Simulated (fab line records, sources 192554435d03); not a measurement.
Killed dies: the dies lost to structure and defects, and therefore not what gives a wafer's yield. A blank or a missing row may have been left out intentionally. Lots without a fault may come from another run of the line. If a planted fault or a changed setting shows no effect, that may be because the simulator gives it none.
fab line records	flow n5Finfet
[record] lots = 24	wafers = 72	lastDay = 18
route steps=1938 shown BEOL_M1@775
lots that met no fault: from a run of the same line without faults
startH: the number of hours between the record's first day and the start of the first shown wafer of the lot	waitH: time in hours since the lot's previous step	" unchanged from the row above	L1.1+2: one row covering several wafers at once	- no value present, or no start provided	* or withheld: withheld	< > ~ a bound
route shown NAME@n: names a module that has steps shown in the file, with the first one's number in the route	usual: average and standard deviation across the fault-free wafers	same: alike in all rows	chamber/n: place in a boat	sites: per-site readings	_std_site: how widely they spread, as a standard deviation	_edge_site: inner sites' mean taken away from outer sites' mean	radiusMm: for every site, how far away it sits from the centre of the wafer	mask NAME#n: copy n	behind: tool/chamber where the wafer was last shaped	hold: why the lot went on hold/how many hours it stayed there/how the hold came to an end	device: the transistor (n, p or np) that didn't switch	end of line: tests of these same wafers at the route's end	a step with no rows: only its recipe	killed: count of dies lost to structure and defects at first sort (not the wafer's yield)	map: shows each die of a wafer: x if killed, . if not, _ if none is there
set.NAME: the setting that was run; set.NAME@STEP: the one run at that earlier step	model.NAME: the simulator's own value behind a step, which no gauge read
route steps across a sampled set of lots; one table per step, one row per wafer
services: the hour from which a tool's chamber was out of use, counted from the record's first day as startH (under 0 if before that day), plus the number of hours and why
[[steps]]
[step N5_BEOL_M1_STRIP_19]
[recipe] chemistry = O2	powerW = 400	tempC = 40	pressureMtorr = 30	rfFrequencyHz = 6e+07	biasPowerW = 0	overashFraction = 0.2	o2FlowSccm = 225
[usual] drypumpMotorCurrentA = 5.6/0.44	oesProductAu = 0.77/0.097	rfVppV = 3.6/0.49	showerheadPlenumPTorr = 2.07/0.063	throttleValvePct = 16.55/0.25
lot.wafer	tool	chamber	startH	waitH	drypumpMotorCurrentA	oesProductAu	rfHoursCounterH	rfVppV	showerheadPlenumPTorr	throttleValvePct
L075.3	rieDiel-01	0	121.40	0.1	5.0	0.68	242	3.6	2.07	16.77
L075.4	"	3	"	"	5.6	0.78	131	4.0	2.18	16.43
L075.6	"	3	"	"	5.6	0.77	-	3.9	2.18	16.44
L074.2	rieDiel-01	1	124.58	0.2	5.8	0.86	57	4.5	2.04	16.32
L074.5	"	2	"	"	5.2	0.79	-	3.2	2.03	16.57
L074.6	"	3	"	"	5.6	0.78	-	3.5	2.18	16.43
L076.1	rieDiel-03	0	131.64	0.2	6.0	0.69	223	4.2	2.05	16.41
L076.3	"	3	"	"	5.7	0.69	221	3.3	2.08	16.82
L076.5	"	3	"	"	5.7	0.69	-	4.3	2.08	16.81
L077.1	rieDiel-01	2	137.82	0.1	5.2	0.77	119	3.7	2.03	16.59
L077.2	"	1	"	"	5.8	0.85	61	3.1	2.04	16.32
L077.3	"	0	"	"	4.9	0.68	248	3.6	2.07	16.78
L078.1	rieDiel-04	1	148.24	0.2	5.7	0.77	132	2.6	1.94	16.47
L078.5	"	2	"	"	6.2	0.90	-	3.3	2.13	16.15
L078.6	"	3	"	"	5.1	0.69	-	4.1	1.99	16.57
L079.3	rieDiel-04	3	150.92	0.1	5.2	0.70	198	4.4	1.99	16.55
L079.5	"	0	"	"	5.8	0.69	-	4.4	2.06	16.93
L079.6	"	3	"	"	5.2	0.70	-	3.8	1.99	16.56
L080.3	rieDiel-03	1	154.51	0.1	6.3	0.69	234	2.8	2.16	17.07
L080.4	"	1	"	"	6.3	0.69	-	3.8	2.16	17.07
L080.6	"	3	"	"	5.7	0.68	-	2.8	2.07	16.84
L081.3	rieDiel-01	3	160.29	0.1	5.6	0.77	146	3.0	2.18	16.45
L081.4	"	1	"	"	5.8	0.85	71	3.4	2.04	16.35
L081.5	"	3	"	"	5.6	0.77	-	3.9	2.18	16.45
L082.2	rieDiel-03	2	168.59	0.1	5.0	0.98	1	3.3	2.13	16.20
L082.3	"	1	"	"	6.3	0.68	238	3.5	2.15	17.07
L082.6	"	2	"	"	5.0	0.99	-	3.6	2.13	16.20
L083.2	rieDiel-03	2	175.13	0.1	5.0	0.97	3	4.4	2.13	16.19
L083.5	"	2	"	"	5.0	0.97	-	3.4	2.13	16.21
L083.6	"	3	"	"	5.7	0.67	-	3.1	2.07	16.85
L084.1	rieDiel-04	3	186.14	0.1	5.2	0.69	207	3.9	1.99	16.58
L084.3	"	0	"	"	5.8	0.69	243	3.6	2.05	16.93
L084.5	"	3	"	"	5.2	0.69	-	2.8	1.99	16.59
L085.1	rieDiel-03	3	199.66	0.2	5.7	0.67	242	3.9	2.07	16.85
L085.3	"	1	"	"	6.3	0.68	247	4.1	2.15	17.07
L085.4	"	0	"	"	6.0	0.67	244	3.4	2.04	16.44
L086.2	rieDiel-03	0	206.70	0.1	6.0	0.67	246	3.8	2.04	16.45
L086.4	"	2	"	"	5.0	0.94	11	4.6	2.12	16.21
L086.5	"	2	"	"	5.0	0.94	-	3.3	2.12	16.21
L087.1	rieDiel-01	0	223.34	0.2	5.0	0.90	19	3.1	2.06	16.31
L087.4	"	2	"	"	5.2	0.77	145	4.7	2.02	16.65
L087.5	"	2	"	"	5.2	0.77	-	3.1	2.02	16.64
L088.2	rieDiel-04	2	228.73	0.1	6.2	0.87	61	3.8	2.13	16.19
L088.5	"	1	"	"	5.7	0.75	-	3.1	1.93	16.51
L088.6	"	0	"	"	5.8	0.68	-	3.6	2.05	16.95
L089.1	rieDiel-01	0	229.95	0.2	4.9	0.90	22	2.7	2.06	16.31
L089.4	"	2	"	"	5.2	0.77	147	3.1	2.02	16.63
L089.6	"	0	"	"	4.9	0.91	-	4.0	2.06	16.30
L091.2	rieDiel-01	0	230.92	0.2	4.9	0.90	22	3.5	2.06	16.32
L091.5	"	1	"	"	5.8	0.83	-	3.9	2.03	16.38
L091.6	"	2	"	"	5.2	0.77	-	3.3	2.02	16.63
L090.2	rieDiel-03	2	231.73	0.1	5.1	0.91	21	4.2	2.12	16.22
L090.4	"	2	"	"	5.1	0.91	-	3.7	2.12	16.24
L090.5	"	0	"	"	6.1	0.67	-	3.6	2.04	16.47
L092.4	rieDiel-03	2	233.43	0.1	5.0	0.92	-	3.6	2.12	16.22
L092.5	"	0	"	"	6.0	0.66	-	3.5	2.04	16.48
L092.6	"	3	"	"	5.7	0.66	-	3.3	2.06	16.88
L093.1	rieDiel-03	1	242.36	0.1	6.3	0.94	4	3.8	2.15	16.69
L093.2	"	3	"	"	5.7	0.66	259	4.1	2.06	16.90
L093.6	"	1	"	"	6.3	0.95	-	3.8	2.15	16.68
L094.1	rieDiel-01	1	246.97	0.2	5.8	0.82	95	3.5	2.03	16.38
L094.4	"	3	"	"	5.6	0.74	174	3.2	2.17	16.49
L094.5	"	0	"	"	4.9	0.89	-	4.3	2.06	16.33
L095.1	rieDiel-03	3	253.57	0.1	5.7	0.65	264	3.4	2.06	16.89
L095.3	"	2	"	"	5.0	0.89	31	4.6	2.12	16.24
L095.4	"	1	"	"	6.3	0.91	-	3.5	2.15	16.70
L096.3	rieDiel-04	1	259.74	0.2	5.7	0.74	166	3.3	1.92	16.54
L096.4	"	1	"	"	5.7	0.74	-	3.5	1.92	16.54
L096.6	"	3	"	"	5.2	0.67	-	3.3	1.98	16.61
L097.2	rieDiel-01	2	265.15	0.2	5.2	0.75	161	2.9	2.02	16.66
L097.3	"	3	"	"	5.6	0.74	180	4.2	2.17	16.52
L097.5	"	0	"	"	4.9	0.88	-	3.5	2.06	16.34
[step N5_BEOL_M1_CD_MEAS_28]
[recipe] landingEnergyEv = 500	detector = seInlens	targetCdYNm = 23.3
[usual] cdNm = 24.03/0.25
[same] landingEnergyEv = 500
lot.wafer	tool	chamber	startH	waitH	cdNm
L075.3	cdSem-03	0	121.91	-	24.31
L075.4	"	0	"	"	23.94
L075.6	"	0	"	"	24.15
L074.2	cdSem-01	0	124.97	-	23.87
L074.5	"	0	"	"	23.93
L074.6	"	0	"	"	23.91
L076.1	cdSem-02	0	132.15	-	24.62
L076.3	"	0	"	"	24.24
L076.5	"	0	"	"	24.22
L077.1	cdSem-02	0	138.33	-	23.98
L077.2	"	0	"	"	23.99
L077.3	"	0	"	"	23.76
L078.1	cdSem-01	0	148.63	-	23.57
L078.5	"	0	"	"	23.96
L078.6	"	0	"	"	24.27
L079.3	cdSem-02	0	151.36	-	24.50
L079.5	"	0	"	"	24.21
L079.6	"	0	"	"	23.82
L080.3	cdSem-01	0	155.03	-	23.71
L080.4	"	0	"	"	23.94
L080.6	"	0	"	"	23.64
L081.3	cdSem-01	0	160.84	-	24.12
L081.4	"	0	"	"	23.90
L081.5	"	0	"	"	24.02
L082.2	cdSem-02	0	168.98	-	24.30
L082.3	"	0	"	"	24.58
L082.6	"	0	"	"	24.30
L083.2	cdSem-03	0	175.65	-	23.86
L083.5	"	0	"	"	24.23
L083.6	"	0	"	"	23.76
L084.1	cdSem-01	0	186.66	-	24.02
L084.3	"	0	"	"	23.78
L084.5	"	0	"	"	23.96
L085.1	cdSem-02	0	200.18	-	24.36
L085.3	"	0	"	"	24.44
L085.4	"	0	"	"	24.11
L086.2	cdSem-03	0	207.22	-	24.03
L086.4	"	0	"	"	24.04
L086.5	"	0	"	"	23.73
L087.1	cdSem-01	0	223.85	-	24.04
L087.4	"	0	"	"	23.75
L087.5	"	0	"	"	24.13
L088.2	cdSem-01	0	229.12	-	24.08
L088.5	"	0	"	"	23.91
L088.6	"	0	"	"	23.96
L089.1	cdSem-02	0	230.39	-	24.04
L089.4	"	0	"	"	24.37
L089.6	"	0	"	"	23.82
L091.2	cdSem-01	0	231.31	-	23.92
L091.5	"	0	"	"	24.00
L091.6	"	0	"	"	23.60
L090.2	cdSem-03	0	232.77	-	23.82
L090.4	"	0	"	"	23.81
L090.5	"	0	"	"	24.01
L092.4	cdSem-03	0	233.80	-	24.19
L092.5	"	0	"	"	24.21
L092.6	"	0	"	"	23.82
L093.1	cdSem-03	0	242.75	-	24.10
L093.2	"	0	"	"	23.97
L093.6	"	0	"	"	23.83
L094.1	cdSem-03	0	247.52	-	24.34
L094.4	"	0	"	"	23.98
L094.5	"	0	"	"	23.77
L095.1	cdSem-02	0	253.96	-	24.07
L095.3	"	0	"	"	24.62
L095.4	"	0	"	"	23.85
L096.3	cdSem-02	0	260.18	-	23.84
L096.4	"	0	"	"	23.57
L096.6	"	0	"	"	23.88
L097.2	cdSem-03	0	265.66	-	23.90
L097.3	"	0	"	"	24.39
L097.5	"	0	"	"	23.83
[step N5_BEOL_M1_INSPECT_30]
[recipe] mode = adi	inspectInstrument = brightfield
[usual] rawDefectCount = 400/88
lot.wafer	tool	chamber	startH	waitH	rawDefectCount
L075.3	defectInspect-01	-	122.00	0.0	478
L075.4	"	-	"	"	541
L075.6	"	-	"	"	375
L074.2	defectInspect-02	-	125.06	0.0	324
L074.5	"	-	"	"	529
L074.6	"	-	"	"	379
L076.1	defectInspect-01	-	132.24	0.1	438
L076.3	"	-	"	"	552
L076.5	"	-	"	"	514
L077.1	defectInspect-01	-	138.42	0.1	288
L077.2	"	-	"	"	351
L077.3	"	-	"	"	373
L078.1	defectInspect-01	-	148.72	0.1	388
L078.5	"	-	"	"	461
L078.6	"	-	"	"	466
L079.3	defectInspect-02	-	151.45	0.0	415
L079.5	"	-	"	"	464
L079.6	"	-	"	"	392
L080.3	defectInspect-01	-	155.12	0.0	499
L080.4	"	-	"	"	389
L080.6	"	-	"	"	463
L081.3	defectInspect-01	-	160.93	0.0	571
L081.4	"	-	"	"	366
L081.5	"	-	"	"	519
L082.2	defectInspect-01	-	169.07	0.0	418
L082.3	"	-	"	"	302
L082.6	"	-	"	"	246
L083.2	defectInspect-01	-	175.74	0.0	316
L083.5	"	-	"	"	274
L083.6	"	-	"	"	360
L084.1	defectInspect-01	-	186.74	0.1	448
L084.3	"	-	"	"	485
L084.5	"	-	"	"	390
L085.1	defectInspect-01	-	200.26	0.1	380
L085.3	"	-	"	"	301
L085.4	"	-	"	"	336
L086.2	defectInspect-02	-	207.31	0.0	310
L086.4	"	-	"	"	414
L086.5	"	-	"	"	253
L087.1	defectInspect-02	-	223.94	0.1	513
L087.4	"	-	"	"	472
L087.5	"	-	"	"	538
L088.2	defectInspect-02	-	229.21	0.0	472
L088.5	"	-	"	"	414
L088.6	"	-	"	"	586
L089.1	defectInspect-02	-	230.49	0.1	578
L089.4	"	-	"	"	470
L089.6	"	-	"	"	332
L091.2	defectInspect-01	-	231.40	0.1	277
L091.5	"	-	"	"	299
L091.6	"	-	"	"	324
L090.2	defectInspect-02	-	232.85	0.0	417
L090.4	"	-	"	"	290
L090.5	"	-	"	"	506
L092.4	defectInspect-02	-	233.89	0.0	445
L092.5	"	-	"	"	732
L092.6	"	-	"	"	402
L093.1	defectInspect-01	-	242.83	0.1	379
L093.2	"	-	"	"	394
L093.6	"	-	"	"	367
L094.1	defectInspect-01	-	247.61	0.1	357
L094.4	"	-	"	"	331
L094.5	"	-	"	"	346
L095.1	defectInspect-02	-	254.05	0.1	386
L095.3	"	-	"	"	351
L095.4	"	-	"	"	344
L096.3	defectInspect-02	-	260.26	0.0	385
L096.4	"	-	"	"	328
L096.6	"	-	"	"	386
L097.2	defectInspect-01	-	265.75	0.0	267
L097.3	"	-	"	"	301
L097.5	"	-	"	"	238
[step N5_BEOL_M1_ETCH_69]
[recipe] chemistry = CF4	target = SiARC	targetDepthA = 156	maskMaterial = CAR-EUV	timeS = 26	ionEnergyEv = 80	pressureMtorr = 40	sourceW = 545	biasW = 36	Ar_flow_sccm = 100	cf4FlowSccm = 100	ends = cleared
[usual] drypumpMotorCurrentA = 5.7/0.44	etchRfOnTimeS = 25.9/0.45	oesProductAu = 0.66/0.081	rfVppV = 183.9/1.3	showerheadPlenumPTorr = 2.12/0.073	throttleValvePct = 15.54/0.26
lot.wafer	tool	chamber	startH	waitH	drypumpMotorCurrentA	etchRfOnTimeS	oesProductAu	rfHoursCounterH	rfVppV	showerheadPlenumPTorr	throttleValvePct
L075.3	rieDiel-04	2	122.38	0.0	6.2	26.4	0.76	31	185.3	2.19	15.11
L075.4	"	0	"	"	5.8	26.1	0.60	224	184.6	2.11	15.86
L075.6	"	1	"	"	5.7	26.1	0.66	-	180.9	1.98	15.35
L074.2	rieDiel-03	3	125.16	0.0	5.7	26.1	0.59	219	183.4	2.13	15.83
L074.5	"	2	"	"	5.0	26.0	0.59	-	184.1	2.19	15.70
L074.6	"	3	"	"	5.7	26.1	0.59	-	183.5	2.13	15.82
L076.1	rieDiel-04	1	132.33	0.0	5.7	25.7	0.66	130	182.1	1.98	15.35
L076.3	"	3	"	"	5.2	25.3	0.61	192	183.4	2.05	15.53
L076.5	"	0	"	"	5.8	25.6	0.60	-	183.5	2.11	15.87
L077.1	rieDiel-03	2	138.50	0.0	5.0	26.0	0.59	248	184.5	2.19	15.72
L077.2	"	3	"	"	5.7	26.1	0.59	223	183.7	2.13	15.84
L077.3	"	0	"	"	6.0	26.1	0.59	225	184.5	2.11	15.45
L078.1	rieDiel-01	3	149.02	0.0	5.6	26.3	0.65	141	184.7	2.24	15.48
L078.5	"	2	"	"	5.2	26.1	0.67	-	183.8	2.07	15.51
L078.6	"	1	"	"	5.8	25.4	0.75	-	183.5	2.10	15.33
L079.3	rieDiel-03	0	151.53	0.0	6.0	25.7	0.59	230	183.9	2.10	15.45
L079.5	"	1	"	"	6.3	25.7	0.60	-	186.1	2.20	16.02
L079.6	"	3	"	"	5.7	25.8	0.59	-	184.2	2.13	15.84
L080.3	rieDiel-01	3	155.20	0.0	5.6	26.6	0.65	143	187.5	2.24	15.49
L080.4	"	2	"	"	5.2	26.5	0.67	-	183.4	2.07	15.51
L080.6	"	3	"	"	5.6	26.4	0.65	-	185.4	2.24	15.49
L081.3	rieDiel-03	1	161.01	0.0	6.3	25.8	0.59	236	185.5	2.20	16.01
L081.4	"	1	"	"	6.3	25.9	0.60	-	184.7	2.20	16.00
L081.5	"	3	"	"	5.7	26.0	0.58	-	183.1	2.13	15.84
L082.2	rieDiel-03	2	169.15	0.0	5.1	25.7	0.83	1	186.3	2.19	15.23
L082.3	"	3	"	"	5.7	26.3	0.58	235	183.6	2.13	15.85
L082.6	"	1	"	"	6.3	26.3	0.59	-	182.4	2.20	16.00
L083.2	rieDiel-03	3	175.82	0.0	5.7	26.3	0.58	237	185.3	2.13	15.85
L083.5	"	1	"	"	6.3	26.2	0.59	-	184.7	2.19	16.02
L083.6	"	2	"	"	5.0	25.7	0.82	-	183.6	2.19	15.25
L084.1	rieDiel-04	2	186.90	0.0	6.2	26.2	0.74	50	185.2	2.18	15.14
L084.3	"	3	"	"	5.2	25.6	0.60	208	182.4	2.04	15.57
L084.5	"	3	"	"	5.2	25.3	0.60	-	183.9	2.04	15.58
L085.1	rieDiel-03	1	200.35	0.0	6.3	25.9	0.59	247	184.9	2.19	16.03
L085.3	"	3	"	"	5.7	25.9	0.57	242	184.1	2.12	15.86
L085.4	"	0	"	"	6.0	25.7	0.58	244	184.9	2.10	15.49
L086.2	rieDiel-01	0	207.39	0.0	5.0	26.5	0.78	13	182.9	2.11	15.21
L086.4	"	1	"	"	5.7	25.6	0.72	81	184.0	2.09	15.36
L086.5	"	2	"	"	5.2	26.4	0.66	-	181.2	2.07	15.56
L087.1	rieDiel-04	3	224.02	0.0	5.2	25.2	0.60	216	182.8	2.04	15.58
L087.4	"	0	"	"	5.8	25.5	0.59	253	183.6	2.10	15.93
L087.5	"	3	"	"	5.2	25.4	0.59	-	181.4	2.04	15.58
L088.2	rieDiel-01	1	229.32	0.0	5.8	25.3	0.72	87	183.2	2.09	15.37
L088.5	"	3	"	"	5.6	26.2	0.63	-	184.6	2.23	15.53
L088.6	"	0	"	"	4.9	26.2	0.78	-	183.7	2.11	15.21
L089.1	rieDiel-01	2	231.25	0.0	5.2	26.3	0.66	148	181.4	2.06	15.57
L089.4	"	0	"	"	5.0	26.9	0.76	22	183.2	2.10	15.23
L089.6	"	0	"	"	5.0	26.9	0.77	-	183.4	2.10	15.21
L091.2	rieDiel-03	0	231.83	0.0	6.0	25.5	0.58	255	181.3	2.09	15.51
L091.5	"	0	"	"	6.1	25.7	0.57	-	183.8	2.10	15.50
L091.6	"	2	"	"	5.0	25.3	0.78	-	184.7	2.18	15.26
L090.2	rieDiel-04	1	233.56	0.0	5.7	26.1	0.63	156	181.9	1.97	15.41
L090.4	"	3	"	"	5.2	25.5	0.60	-	181.8	2.04	15.58
L090.5	"	2	"	"	6.2	26.1	0.73	-	183.5	2.18	15.16
L092.4	rieDiel-03	2	234.08	0.0	5.0	25.5	0.78	-	183.7	2.18	15.28
L092.5	"	3	"	"	5.7	26.3	0.57	-	184.3	2.12	15.90
L092.6	"	0	"	"	6.1	26.0	0.57	-	185.2	2.09	15.50
L093.1	rieDiel-04	1	242.92	0.0	5.7	25.6	0.64	159	181.3	1.97	15.41
L093.2	"	3	"	"	5.2	25.0	0.60	223	182.9	2.04	15.60
L093.6	"	1	"	"	5.7	25.5	0.63	-	182.2	1.97	15.39
L094.1	rieDiel-03	3	247.75	0.0	5.7	26.0	0.56	261	184.1	2.12	15.89
L094.4	"	1	"	"	6.3	24.9	0.82	-	184.8	2.19	15.59
L094.5	"	2	"	"	5.1	25.2	0.77	-	185.5	2.18	15.28
L095.1	rieDiel-03	3	254.13	0.0	5.7	26.0	0.56	264	184.1	2.12	15.90
L095.3	"	2	"	"	5.1	25.3	0.76	31	185.0	2.18	15.30
L095.4	"	2	"	"	5.0	25.2	0.77	-	182.7	2.18	15.30
L096.3	rieDiel-04	2	260.35	0.0	6.2	26.4	0.72	74	183.4	2.17	15.19
L096.4	"	2	"	"	6.2	26.4	0.71	-	185.2	2.17	15.17
L096.6	"	3	"	"	5.2	25.5	0.58	-	182.6	2.03	15.61
L097.2	rieDiel-04	0	265.83	0.0	5.8	24.7	0.85	1	183.3	2.10	15.42
L097.3	"	1	"	"	5.7	26.1	0.63	167	181.7	1.96	15.41
L097.5	"	1	"	"	5.7	26.0	0.63	-	182.2	1.96	15.41
[step N5_BEOL_M1_DEGAS_44]
[recipe] ambient = vacuum	tempC = 250	timeS = 60
[usual] heaterPowerW = 349/18
[same] timeS = 60
lot.wafer	tool	chamber	startH	waitH	heaterPowerW
L075.3	pvdSputter-03	-	126.23	0.4	386
L075.4	"	-	"	"	324
L075.6	"	-	"	"	377
L074.2	pvdSputter-01	-	127.78	0.5	331
L074.5	"	-	"	"	337
L074.6	"	-	"	"	337
L076.1	pvdSputter-01	-	133.90	0.2	380
L076.3	"	-	"	"	326
L076.5	"	-	"	"	381
L077.1	pvdSputter-03	-	141.88	0.4	342
L077.2	"	-	"	"	350
L077.3	"	-	"	"	377
L078.1	pvdSputter-02	-	149.92	0.1	329
L078.5	"	-	"	"	345
L078.6	"	-	"	"	353
L079.3	pvdSputter-02	-	156.41	0.6	346
L079.5	"	-	"	"	332
L079.6	"	-	"	"	349
L080.3	pvdSputter-02	-	159.47	0.2	353
L080.4	"	-	"	"	357
L080.6	"	-	"	"	354
L081.3	pvdSputter-01	-	165.06	0.3	334
L081.4	"	-	"	"	337
L081.5	"	-	"	"	374
L082.2	pvdSputter-01	-	174.54	0.3	337
L082.3	"	-	"	"	334
L082.6	"	-	"	"	335
L083.2	pvdSputter-01	-	177.46	0.1	336
L083.5	"	-	"	"	332
L083.6	"	-	"	"	387
L084.1	pvdSputter-02	-	192.32	0.2	357
L084.3	"	-	"	"	351
L084.5	"	-	"	"	351
L085.1	pvdSputter-03	-	203.13	0.4	374
L085.3	"	-	"	"	332
L085.4	"	-	"	"	350
L086.2	pvdSputter-03	-	209.92	0.5	345
L086.4	"	-	"	"	332
L086.5	"	-	"	"	337
L087.1	pvdSputter-02	-	226.16	0.3	335
L087.4	"	-	"	"	347
L087.5	"	-	"	"	349
L088.2	pvdSputter-03	-	230.32	0.1	346
L088.5	"	-	"	"	384
L088.6	"	-	"	"	328
L089.1	pvdSputter-03	-	232.68	0.0	380
L089.4	"	-	"	"	338
L089.6	"	-	"	"	354
L091.2	pvdSputter-01	-	232.78	0.0	337
L091.5	"	-	"	"	379
L091.6	"	-	"	"	339
L090.2	pvdSputter-03	-	236.11	0.3	362
L090.4	"	-	"	"	373
L090.5	"	-	"	"	354
L092.4	pvdSputter-02	-	238.06	0.6	345
L092.5	"	-	"	"	347
L092.6	"	-	"	"	335
L093.1	pvdSputter-02	-	246.68	0.7	355
L093.2	"	-	"	"	356
L093.6	"	-	"	"	367
L094.1	pvdSputter-03	-	251.19	0.9	343
L094.4	"	-	"	"	325
L094.5	"	-	"	"	331
L095.1	pvdSputter-03	-	255.68	0.5	337
L095.3	"	-	"	"	316
L095.4	"	-	"	"	358
L096.3	pvdSputter-02	-	261.30	0.1	334
L096.4	"	-	"	"	368
L096.6	"	-	"	"	345
L097.2	pvdSputter-03	-	269.73	0.2	371
L097.3	"	-	"	"	347
L097.5	"	-	"	"	351
[step N5_BEOL_M1_ANNEAL_91]
[recipe] tempC = 400	timeS = 240	ambient = vacuum
[usual] heaterPowerW = 868/45
[same] timeS = 240
lot.wafer	tool	chamber	startH	waitH	heaterPowerW
L075.3	pvdSputter-02	-	128.28	0.0	841
L075.4	"	-	"	"	866
L075.6	"	-	"	"	865
L074.2	pvdSputter-03	-	129.77	0.0	828
L074.5	"	-	"	"	837
L074.6	"	-	"	"	895
L076.1	pvdSputter-03	-	136.48	0.0	819
L076.3	"	-	"	"	889
L076.5	"	-	"	"	830
L077.1	pvdSputter-01	-	143.80	0.0	828
L077.2	"	-	"	"	846
L077.3	"	-	"	"	931
L078.1	pvdSputter-01	-	151.93	0.0	812
L078.5	"	-	"	"	848
L078.6	"	-	"	"	943
L079.3	pvdSputter-03	-	158.41	0.0	962
L079.5	"	-	"	"	912
L079.6	"	-	"	"	809
L080.3	pvdSputter-03	-	161.29	0.0	929
L080.4	"	-	"	"	839
L080.6	"	-	"	"	798
L081.3	pvdSputter-01	-	166.90	0.0	836
L081.4	"	-	"	"	840
L081.5	"	-	"	"	829
L082.2	pvdSputter-03	-	176.42	0.0	780
L082.3	"	-	"	"	922
L082.6	"	-	"	"	789
L083.2	pvdSputter-01	-	179.26	0.0	854
L083.5	"	-	"	"	831
L083.6	"	-	"	"	941
L084.1	pvdSputter-02	-	195.42	0.0	888
L084.3	"	-	"	"	871
L084.5	"	-	"	"	892
L085.1	pvdSputter-03	-	205.33	0.0	855
L085.3	"	-	"	"	901
L085.4	"	-	"	"	908
L086.2	pvdSputter-02	-	211.72	0.0	879
L086.4	"	-	"	"	842
L086.5	"	-	"	"	896
L087.1	pvdSputter-01	-	228.03	0.0	827
L087.4	"	-	"	"	848
L087.5	"	-	"	"	850
L088.2	pvdSputter-02	-	232.04	0.0	873
L088.5	"	-	"	"	872
L088.6	"	-	"	"	887
L089.1	pvdSputter-01	-	234.41	0.0	823
L089.4	"	-	"	"	814
L089.6	"	-	"	"	829
L091.2	pvdSputter-03	-	234.67	0.0	933
L091.5	"	-	"	"	810
L091.6	"	-	"	"	865
L090.2	pvdSputter-03	-	238.37	0.0	815
L090.4	"	-	"	"	877
L090.5	"	-	"	"	885
L092.4	pvdSputter-01	-	240.03	0.0	837
L092.5	"	-	"	"	837
L092.6	"	-	"	"	835
L093.1	pvdSputter-01	-	248.61	0.0	964
L093.2	"	-	"	"	836
L093.6	"	-	"	"	829
L094.1	pvdSputter-01	-	253.60	0.1	853
L094.4	"	-	"	"	943
L094.5	"	-	"	"	963
L095.1	pvdSputter-03	-	257.66	0.0	813
L095.3	"	-	"	"	875
L095.4	"	-	"	"	938
L096.3	pvdSputter-01	-	263.21	0.0	960
L096.4	"	-	"	"	853
L096.6	"	-	"	"	829
L097.2	pvdSputter-03	-	271.67	0.0	888
L097.3	"	-	"	"	926
L097.5	"	-	"	"	951
[[services]]
tool	chamber	startH	hours	kind
rieDiel-04	1	136.39	8.7	repair
rieDiel-03	2	142.38	-	clean
rieDiel-03	2	142.38	-	consumableReplace:focusRing
rieDiel-01	0	144.02	-	clean
rieDiel-01	0	144.02	-	consumableReplace:focusRing
rieDiel-01	0	144.02	16.1	scheduledDown
rieDiel-01	1	186.61	6.5	repair
rieDiel-04	3	198.65	1.7	repair
rieDiel-03	1	213.86	-	clean
rieDiel-03	1	213.86	-	consumableReplace:focusRing
rieDiel-03	1	213.86	20.2	scheduledDown
rieDiel-03	1	213.86	20.2	ventCycle
rieDiel-01	1	218.33	2.2	repair
rieDiel-03	0	234.11	-	clean
rieDiel-03	0	234.11	-	consumableReplace:focusRing
rieDiel-03	0	234.11	26.9	scheduledDown
rieDiel-03	0	234.11	26.9	ventCycle
rieDiel-04	-	237.68	2.8	pm
rieDiel-01	0	254.85	1.3	repair
rieDiel-03	3	261.00	-	clean
rieDiel-03	3	261.00	-	consumableReplace:focusRing
rieDiel-03	3	261.00	17.3	scheduledDown
rieDiel-03	3	261.00	17.3	ventCycle
rieDiel-01	0	269.55	3.6	repair
[[key]]
fault none
